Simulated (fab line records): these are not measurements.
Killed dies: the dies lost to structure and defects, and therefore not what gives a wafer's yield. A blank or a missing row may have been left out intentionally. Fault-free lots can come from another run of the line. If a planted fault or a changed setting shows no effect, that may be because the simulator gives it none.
Matching of chambers || flow nand harc || NHARC_A_CONTACT_DEP_85 on pecvd-02 has 3 sister chambers
The step deposits SiON, target thk 60 nm. 18 wafers are shown with their chamber, then 9 later ones without.

== EACH WAFER AND ITS CHAMBER ==
{"wafer": "L075.3", "chamber": 0, "showerhead vpp V (V)": 1072, "heater power w (W)": 577}
{"wafer": "L075.4", "chamber": 2, "showerhead vpp V (V)": 1172, "heater power w (W)": 666}
{"wafer": "L075.6", "chamber": 0, "showerhead vpp V (V)": 1079, "heater power w (W)": 587}
{"wafer": "L080.1", "chamber": 2, "showerhead vpp V (V)": 1157, "heater power w (W)": 734}
{"wafer": "L080.2", "chamber": 0, "showerhead vpp V (V)": 1097, "heater power w (W)": 601}
{"wafer": "L080.5", "chamber": 0, "showerhead vpp V (V)": 1092, "heater power w (W)": 590}
{"wafer": "L081.1", "chamber": 1, "showerhead vpp V (V)": 1061, "heater power w (W)": 857}
{"wafer": "L081.4", "chamber": 1, "showerhead vpp V (V)": 1106, "heater power w (W)": 854}
{"wafer": "L081.6", "chamber": 2, "showerhead vpp V (V)": 1168, "heater power w (W)": 664}
{"wafer": "L083.2", "chamber": 1, "showerhead vpp V (V)": 1089, "heater power w (W)": 796}
{"wafer": "L083.3", "chamber": 0, "showerhead vpp V (V)": 1079, "heater power w (W)": 656}
{"wafer": "L083.4", "chamber": 2, "showerhead vpp V (V)": 1176, "heater power w (W)": 710}
{"wafer": "L085.3", "chamber": 2, "showerhead vpp V (V)": 1170, "heater power w (W)": 704}
{"wafer": "L085.4", "chamber": 1, "showerhead vpp V (V)": 1089, "heater power w (W)": 789}
{"wafer": "L085.5", "chamber": 0, "showerhead vpp V (V)": 1080, "heater power w (W)": 621}
{"wafer": "L084.1", "chamber": 0, "showerhead vpp V (V)": 1075, "heater power w (W)": 667}
{"wafer": "L084.2", "chamber": 2, "showerhead vpp V (V)": 1166, "heater power w (W)": 728}
{"wafer": "L084.6", "chamber": 1, "showerhead vpp V (V)": 1082, "heater power w (W)": 788}

SIGNATURES, as means of the wafers listed above
{"reading": "showerhead vpp V", "chamber 0": 1082.00, "chamber 1": 1085.40, "chamber 2": 1168.17, "scatter within a chamber": 10.8}
{"reading": "heater power w", "chamber 0": 614.14, "chamber 1": 816.80, "chamber 2": 701.00, "scatter within a chamber": 33.7}
Rule: a wafer lies at a distance from a chamber equal to the root of the sum of squares, over the readings, of (its reading less the chamber's mean, divided by the reading's scatter). The wafer belongs to the nearest chamber; if the next one is less than 2 further off, it can't be placed. The scatter: the root of (the sum of the squares of (reading less its chamber's mean) over the shown wafers, divided by (wafers less chambers)).

== WAFERS WITHOUT THEIR CHAMBER ==
{"wafer": "L087.1", "showerhead vpp V (V)": 1152, "heater power w (W)": 620}
{"wafer": "L087.5", "showerhead vpp V (V)": 1078, "heater power w (W)": 824}
{"wafer": "L087.6", "showerhead vpp V (V)": 1101, "heater power w (W)": 762}
{"wafer": "L090.1", "showerhead vpp V (V)": 1162, "heater power w (W)": 634}
{"wafer": "L090.4", "showerhead vpp V (V)": 1086, "heater power w (W)": 680}
{"wafer": "L090.5", "showerhead vpp V (V)": 1085, "heater power w (W)": 762}
{"wafer": "L091.1", "showerhead vpp V (V)": 1081, "heater power w (W)": 850}
{"wafer": "L091.3", "showerhead vpp V (V)": 1169, "heater power w (W)": 608}
{"wafer": "L091.4", "showerhead vpp V (V)": 1097, "heater power w (W)": 707}

== THE CHAMBER EACH PASSED THROUGH ==
{"wafer": "L087.1", "from the rows above": 2, "in truth": 2}
{"wafer": "L087.5", "from the rows above": 1, "in truth": 1}
{"wafer": "L087.6", "from the rows above": 1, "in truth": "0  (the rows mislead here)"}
{"wafer": "L090.1", "from the rows above": 2, "in truth": 2}
{"wafer": "L090.4", "from the rows above": 0, "in truth": 0}
{"wafer": "L090.5", "from the rows above": 1, "in truth": 1}
{"wafer": "L091.1", "from the rows above": 1, "in truth": 1}
{"wafer": "L091.3", "from the rows above": 2, "in truth": 2}
{"wafer": "L091.4", "from the rows above": "can't be placed: 0 or 1", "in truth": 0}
Placed correctly: 7 of 9. These rows do not allow placing 1 (true chamber among the candidates in 1). 1 placed wrongly.
